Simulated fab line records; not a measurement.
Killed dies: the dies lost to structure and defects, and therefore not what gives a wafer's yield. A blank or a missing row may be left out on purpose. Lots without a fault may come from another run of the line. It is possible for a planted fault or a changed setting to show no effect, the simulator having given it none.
Chamber matching -- flow nand-harc -- NHARC_A_BLC_STRIP_29 on rie-diel-07: 4 sister chambers
The step strips in CF4. 4 wafers are shown with their chamber, then 9 later ones without.

== EACH WAFER AND ITS CHAMBER ==
wafer,chamber,drypump-motor-current-A (A)
L445.4,1,5.7
L446.1,3,5.6
L446.2,2,5.8
L446.4,0,6.0

== WAFERS WHOSE CHAMBER IS MISSING ==
wafer,drypump-motor-current-A (A)
L452.3,5.6
L452.4,5.8
L452.6,5.6
L451.2,5.6
L451.3,5.9
L451.4,5.7
L456.1,5.7
L456.3,5.9
L456.5,5.7

== THE CHAMBER EACH PASSED THROUGH ==
wafer,from the rows above,in truth
L452.3,3,3
L452.4,2,2
L452.6,3,3
L451.2,3,3
L451.3,can't be placed: 0 or 2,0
L451.4,1,1
L456.1,1,1
L456.3,can't be placed: 0 or 2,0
L456.5,1,1
Placed correctly: 7 of 9. Cannot be placed on the basis of these rows: 2; the candidates contain the true chamber in 2. Wrongly placed: 0.
How it was worked out, from the rows above alone: a wafer's distance from a chamber is the root of the sum, over the readings, of the square of ((its reading less the chamber's mean) divided by the reading's scatter). The wafer belongs to the nearest chamber; if the next one is less than 2 further off, it can't be placed. Each chamber's mean is taken over the wafers shown for it. The scatter (one wafer shown for each chamber): square how far every hidden wafer sits from the nearest shown wafer, average those squares and take the square root.
